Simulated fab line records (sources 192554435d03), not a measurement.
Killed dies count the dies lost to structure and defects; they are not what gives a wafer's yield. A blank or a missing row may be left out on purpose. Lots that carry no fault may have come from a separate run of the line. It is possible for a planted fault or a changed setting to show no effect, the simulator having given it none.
A lot that was struck, set against a sound lot :: flow n5_finfet :: 26 out of 1938 route steps
Sound: the wafers L960.1, L960.5, L960.6. The struck wafers were L969.3, L969.4, L969.6. The cause is named last.
Order at every step that has rows: each side's tool, ch and its chambers, its first start. Under that, the readings that differ: sound wafers :: struck wafers :: difference of the means :: sigmas: that difference in standard deviations of wafers without a fault.
alike: a reading whose means differ by less than 2 such deviations, as well as words and numbers matching on both sides. not compared: withheld readings; readings where some wafer has no value; bounds like >300 that might hide an equal value; numbers whose values overlap and for which the record gives no deviation.
Wherever a step has rows on one side only, a row that says differs or no value, or a row with sigmas, the two part there. When numbers do not overlap yet have no deviation, they are printed without sigmas and do not part them. A reading that every wafer of one side lacks parts them only if that side has two wafers or more.

first, 1 step without rows for these wafers: N5_DUMMY_GATE_SRD_01 (time 30 s).
N5_DUMMY_GATE_ALD_02: deposits SiO2, target thk 2 nm, pulse time 1 s.
  sound on ald_sin-02 ch 0,1,3, day 4 23:21; struck on ald_sin-04 ch 1,2,3, day 7 01:34
  alike: heater_power_w, precursor_pulse_height_rel
then, 3 steps without rows for these wafers: N5_DUMMY_GATE_CVD_03 (deposits a-Si from SiH4, target thk 150 nm, time 8042 s); N5_DUMMY_GATE_PRECLEAN_46 (cleans in DIW, time 89.5 s); N5_DUMMY_GATE_SRD_47 (dry time 32 s).
N5_DUMMY_GATE_CMP_04: polishes a-Si.
  sound on cmp-01 ch 0,2,3, day 5 05:07; struck on cmp-04 ch 0,2,3, day 7 05:28
  alike: motor_current_A, time_to_endpoint_s
N5_DUMMY_GATE_THK_MEAS_05:
  sound on film_metro-02 at day 5 05:15; struck on film_metro-02 at day 7 05:38
  alike: thk_nm
then, 5 steps without rows for these wafers: N5_DUMMY_GATE_HM_DEP_06 (deposits SiNx from DCS/NH3, target thk 80 nm, time 5141 s); N5_DUMMY_GATE_PECVD_30 (deposits SiO2 from TEOS/O2, target thk 55 nm, time 10.8 s); N5_DUMMY_GATE_COAT_34 (time 60 s, resist thk 60 nm); N5_DUMMY_GATE_COAT_35 (time 60 s, resist thk 10 nm); N5_DUMMY_GATE_COAT_28 (time 60 s, resist thk 10 nm).
N5_DUMMY_GATE_COAT_09: resist thk 30 nm.
  sound on litho_track-02 ch 0, day 5 09:37; struck on litho_track-05 ch 0, day 7 09:41
reading: dispense_pressure_kPa (kPa)
sound: 45.5 45.6 45.5
struck: 52.4 52.4 52.4
difference: +6.9
sigmas: +3

reading: spin_speed_rpm (rpm)
sound: 1500.3 1501.1 1501.4
struck: 1722.6 1722.6 1722.7
difference: +221.7
sigmas: +99 or more

reading: model.CAR-EUV_of_DUMMY_GATE_COAT_09.thk_nm (nm)
sound: 30 30 30
struck: 28 28 28
difference: -2
sigmas: 
then, 5 steps without rows for these wafers: N5_DUMMY_GATE_EBR_11; N5_DUMMY_GATE_SOFTBAKE_10 (time 60 s); N5_DUMMY_GATE_EXPOSE_12 (exposes mask GATE, target cd 25 nm); N5_DUMMY_GATE_PEB_13 (peb time 60 s); N5_DUMMY_GATE_DEVELOP_14 (develop time 30 s).
N5_DUMMY_GATE_CD_MEAS_15: target cd 25.8 nm.
  sound on cd_sem-02 ch 0, day 5 09:52; struck on cd_sem-03 ch 0, day 7 10:05
  alike: cd_nm
N5_DUMMY_GATE_OVL_MEAS_16:
  sound on overlay-01 ch 0, day 5 09:55; struck on overlay-02 ch 0, day 7 10:08
  alike: GATE_OVL
N5_DUMMY_GATE_INSPECT_17: inspects for defects (brightfield).
  sound on defect_inspect-02 at day 5 09:58; struck on defect_inspect-02 at day 7 10:10
  alike: raw_defect_count
N5_DUMMY_GATE_DESCUM_20: chemistry O2, time 6.2 s.
  sound on rie_diel-01 ch 1,2,3, day 5 10:00; struck on rie_diel-06 ch 0,1,2, day 7 10:13
  alike: chamber_pressure_mTorr, drypump_motor_current_A, oes_product_au, rf_vpp_V, showerhead_plenum_p_Torr, throttle_valve_pct
  not compared: rf_hours_counter_h
N5_DUMMY_GATE_ETCH_29: etches underlayer in N2/H2, target depth 13 nm.
  sound on rie_diel-01 ch 1,2,3, day 5 10:04; struck on rie_diel-06 ch 0,1,2, day 7 10:16
  alike: chamber_pressure_mTorr, drypump_motor_current_A, n2_flow_sccm, oes_product_au, rf_vpp_V, showerhead_plenum_p_Torr, throttle_valve_pct
  not compared: rf_hours_counter_h
N5_DUMMY_GATE_ETCH_36: etches SiARC in CF4, target depth 13 nm.
  sound on rie_diel-01 ch 1,2,3, day 5 10:07; struck on rie_diel-06 ch 0,1,2, day 7 10:19
reading: model.CAR-EUV_of_DUMMY_GATE_COAT_09.thk_nm (nm)
sound: 11 11.6 11.4
struck: 9.2 9.4 9
difference: -2.1
sigmas: 
  alike: chamber_pressure_mTorr, drypump_motor_current_A, oes_product_au, rf_vpp_V, showerhead_plenum_p_Torr, throttle_valve_pct
  not compared: rf_hours_counter_h
N5_DUMMY_GATE_ETCH_37: etches SOC in N2/H2, target depth 60 nm, overetch 30 nm.
  sound on rie_diel-01 ch 1,2,3, day 5 10:09; struck on rie_diel-06 ch 0,1,2, day 7 10:21
  alike: chamber_pressure_mTorr, drypump_motor_current_A, n2_flow_sccm, oes_product_au, rf_vpp_V, showerhead_plenum_p_Torr, throttle_valve_pct
  not compared: rf_hours_counter_h
-- record jumps: 10 days separate the struck wafers' starts on either side; left off in module DUMMY_GATE, taken up again in module BEOL_M4, whose first shown step is the route's number 1111 --
N5_BEOL_M4_RC_MEAS_101:
  sound on prober-02 ch 0, day 13 23:03; struck on prober-02 ch 0, day 17 01:40
  alike: DIBL_N, DIBL_P, IOFF_N, IOFF_P, ION_N, ION_P, SS_N, SS_P, VT_N, VT_P

== WHERE THEY PART ==
Only at N5_DUMMY_GATE_COAT_09, within this record. Later steps at which nothing parts them and some readings are alike: N5_DUMMY_GATE_CD_MEAS_15, N5_DUMMY_GATE_OVL_MEAS_16, N5_DUMMY_GATE_INSPECT_17, N5_DUMMY_GATE_DESCUM_20, N5_DUMMY_GATE_ETCH_29, N5_DUMMY_GATE_ETCH_36, N5_DUMMY_GATE_ETCH_37, N5_BEOL_M4_RC_MEAS_101.

WHY: what the simulator had put in
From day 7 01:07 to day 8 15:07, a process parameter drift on litho_track-05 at N5_DUMMY_GATE_COAT_09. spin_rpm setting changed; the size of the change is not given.
